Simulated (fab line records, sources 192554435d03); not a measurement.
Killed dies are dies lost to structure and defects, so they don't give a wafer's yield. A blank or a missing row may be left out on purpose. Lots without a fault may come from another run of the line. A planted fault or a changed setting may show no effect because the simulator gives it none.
Which tool did it? | flow n5_finfet | 10 lots, 27 wafers sampled, at 5 steps of a route of 1938

WHAT THE GAUGES READ, wafer by wafer
N5_BEOL_M13_RS_MEAS_54: measures by four-point-probe.
lot  | measured     | on            | M13_RS (ohm/sq)
L985 | day 11 06:31 | film_metro-01 | 0.0443 0.0461 0.0442
L984 | day 11 10:01 | film_metro-02 | 0.0449 0.0451
L987 | day 12 00:58 | film_metro-01 | 0.0467 0.0448 0.0459
L988 | day 12 13:05 | film_metro-01 | 0.0449 0.0448 0.0445
L992 | day 13 06:41 | film_metro-02 | 0.0428 0.0435
L991 | day 13 07:31 | film_metro-01 | 0.0432 0.0453 0.0456
L997 | day 14 15:25 | film_metro-02 | 0.0456 0.0461 0.0434
L996 | day 14 21:44 | film_metro-01 | 0.0447 0.0435
L100 | day 15 06:48 | film_metro-01 | 0.0449 0.0448 0.0450
L105 | day 16 20:38 | film_metro-02 | 0.0433 0.0453 0.0450

WHICH TOOL RAN EACH LOT (tool, then ch and the chambers of the sampled wafers, then the start)
lot  | N5_BEOL_M13_DESCUM_33              | N5_BEOL_M13_ETCH_67                | N5_BEOL_M13_SPUTTER_43       | N5_BEOL_M13_CMP_49
L985 | rie_diel-02 ch 2,3, day 10 22:16   | rie_diel-02 ch 2,3, day 10 22:18   | pvd_sputter-01, day 11 05:22 | cmp-02 ch 1,2,3, day 11 06:10
L984 | rie_diel-05 ch 0,1, day 11 06:08   | rie_diel-05 ch 0,1, day 11 06:10   | pvd_sputter-03, day 11 08:52 | cmp-02 ch 1,2, day 11 09:36
L987 | rie_diel-02 ch 0,1,3, day 11 21:32 | rie_diel-02 ch 0,1,3, day 11 21:34 | pvd_sputter-03, day 11 23:25 | cmp-04 ch 0,3, day 12 00:32
L988 | rie_diel-05 ch 2,3, day 12 09:26   | rie_diel-05 ch 2,3, day 12 09:29   | pvd_sputter-03, day 12 11:44 | cmp-02 ch 0,2, day 12 12:39
L992 | rie_diel-03 ch 1, day 13 03:48     | rie_diel-03 ch 1, day 13 03:50     | pvd_sputter-01, day 13 05:32 | cmp-02 ch 0,2, day 13 06:20
L991 | rie_diel-03 ch 0,1,3, day 13 04:38 | rie_diel-03 ch 0,1,3, day 13 04:40 | pvd_sputter-01, day 13 06:05 | cmp-03 ch 0,1, day 13 07:05
L997 | rie_diel-03 ch 0,1, day 14 12:17   | rie_diel-03 ch 0,1, day 14 12:20   | pvd_sputter-02, day 14 13:59 | cmp-04 ch 2,3, day 14 15:00
L996 | rie_diel-05 ch 0,2, day 14 17:19   | rie_diel-05 ch 0,2, day 14 17:22   | pvd_sputter-01, day 14 20:11 | cmp-03 ch 2,3, day 14 21:19
L100 | rie_diel-02 ch 0,3, day 15 02:17   | rie_diel-02 ch 0,3, day 15 02:19   | pvd_sputter-02, day 15 05:12 | cmp-04 ch 0,1,2, day 15 06:25
L105 | rie_diel-03 ch 0,1,2, day 16 14:38 | rie_diel-03 ch 0,1,2, day 16 14:40 | pvd_sputter-02, day 16 19:28 | cmp-02 ch 0,1,3, day 16 20:13
- N5_BEOL_M13_DESCUM_33: chemistry O2, time 7.9 s.
- N5_BEOL_M13_ETCH_67: etches SiARC in CF4, target depth 143 nm, time 238.3 s.
- N5_BEOL_M13_SPUTTER_43: material TaN, target thk 15 nm, time 24.19 s.
- N5_BEOL_M13_CMP_49: polishes, stops on SiOC, t overpolish 17.1 s, target thk 420 nm.

WHAT THE TOOLS THEMSELVES READ (means of the sampled wafers that have a number; where no wafer has one, the mark that the record gives instead)
N5_BEOL_M13_DESCUM_33.
lot  | tool        | drypump_motor_current_A (A) | oes_product_au (a.u.) | rf_vpp_V (V) | showerhead_plenum_p_Torr (Torr) | throttle_valve_pct (%)
L985 | rie_diel-02 | 5.7                         | 0.72                  | 243.7        | 2.09                            | 20.71
L984 | rie_diel-05 | 5.8                         | 0.71                  | 245.0        | 2.10                            | 20.27
L987 | rie_diel-02 | 5.5                         | 0.79                  | 242.1        | 2.05                            | 20.38
L988 | rie_diel-05 | 6.2                         | 0.79                  | 243.1        | 2.06                            | 20.62
L992 | rie_diel-03 | 4.8                         | 0.85                  | 243.4        | 2.13                            | 20.24
L991 | rie_diel-03 | 5.6                         | 0.81                  | 242.8        | 2.09                            | 20.36
L997 | rie_diel-03 | 5.1                         | 0.80                  | 242.2        | 2.06                            | 20.45
L996 | rie_diel-05 | 5.8                         | 0.85                  | 243.5        | 2.07                            | 20.12
L100 | rie_diel-02 | 5.4                         | 0.78                  | 242.2        | 2.06                            | 20.34
L105 | rie_diel-03 | 5.3                         | 0.82                  | 243.5        | 2.10                            | 20.37

N5_BEOL_M13_ETCH_67.
lot  | tool        | drypump_motor_current_A (A) | etch_rf_on_time_s (s) | oes_product_au (a.u.) | rf_vpp_V (V) | showerhead_plenum_p_Torr (Torr) | throttle_valve_pct (%)
L985 | rie_diel-02 | 5.7                         | 243                   | 0.61                  | 183.7        | 2.11                            | 15.75
L984 | rie_diel-05 | 5.7                         | 240                   | 0.60                  | 184.8        | 2.16                            | 15.60
L987 | rie_diel-02 | 5.5                         | 236                   | 0.68                  | 183.0        | 2.08                            | 15.42
L988 | rie_diel-05 | 6.2                         | 236                   | 0.67                  | 183.9        | 2.11                            | 15.73
L992 | rie_diel-03 | 4.8                         | 228                   | 0.73                  | 183.9        | 2.18                            | 15.46
L991 | rie_diel-03 | 5.6                         | 233                   | 0.70                  | 183.5        | 2.13                            | 15.49
L997 | rie_diel-03 | 5.1                         | 232                   | 0.70                  | 184.4        | 2.10                            | 15.54
L996 | rie_diel-05 | 5.8                         | 233                   | 0.73                  | 182.9        | 2.13                            | 15.40
L100 | rie_diel-02 | 5.4                         | 233                   | 0.68                  | 182.9        | 2.08                            | 15.34
L105 | rie_diel-03 | 5.3                         | 237                   | 0.70                  | 184.1        | 2.14                            | 15.48

N5_BEOL_M13_SPUTTER_43.
lot  | tool           | throttle_valve_pct (%)
L985 | pvd_sputter-01 | 29.6
L984 | pvd_sputter-03 | 29.2
L987 | pvd_sputter-03 | 29.3
L988 | pvd_sputter-03 | 29.0
L992 | pvd_sputter-01 | 29.9
L991 | pvd_sputter-01 | 29.6
L997 | pvd_sputter-02 | 29.4
L996 | pvd_sputter-01 | 29.8
L100 | pvd_sputter-02 | 29.7
L105 | pvd_sputter-02 | 30.2

N5_BEOL_M13_CMP_49.
lot  | tool   | barrier_field_endpoint_s (s) | motor_current_A (A)
L985 | cmp-02 | 31.5                         | 6.2
L984 | cmp-02 | 32.8                         | 6.3
L987 | cmp-04 | 29.9                         | 6.3
L988 | cmp-02 | 30.3                         | 7.0
L992 | cmp-02 | 28.9                         | 6.7
L991 | cmp-03 | 28.7                         | 5.9
L997 | cmp-04 | 29.6                         | 7.3
L996 | cmp-03 | 25.9                         | 6.2
L100 | cmp-04 | 28.9                         | 6.4
L105 | cmp-02 | 30.7                         | 6.2

THE ANSWER, worked out from the rows above alone
Rule: what is usual is taken from the lots themselves. Put in order of their means at a reading, lots are off if they are a third of the lots or fewer, leave a main group of 4 or more, and stand apart from it by a gap of 3 or more times the standard deviation of the main group's means; of several such gaps the widest counts. A main group whose means are all the same, to the digits that the tables above print for the reading, isn't used. A lot without any number at a reading at which 4 lots or more have one is off too. The other lots that the step has rows for count as sound. The gauges are gone through in route order, then the tools' own readings, and for those a lot's mean is taken as printed above. The first step at which some lot is off is used, and at that step the reading that is off furthest; a lot without a number counts as furthest.
No lot is off at any reading shown: from this, nothing can be told.

WHAT THE SIMULATOR HAD PUT IN
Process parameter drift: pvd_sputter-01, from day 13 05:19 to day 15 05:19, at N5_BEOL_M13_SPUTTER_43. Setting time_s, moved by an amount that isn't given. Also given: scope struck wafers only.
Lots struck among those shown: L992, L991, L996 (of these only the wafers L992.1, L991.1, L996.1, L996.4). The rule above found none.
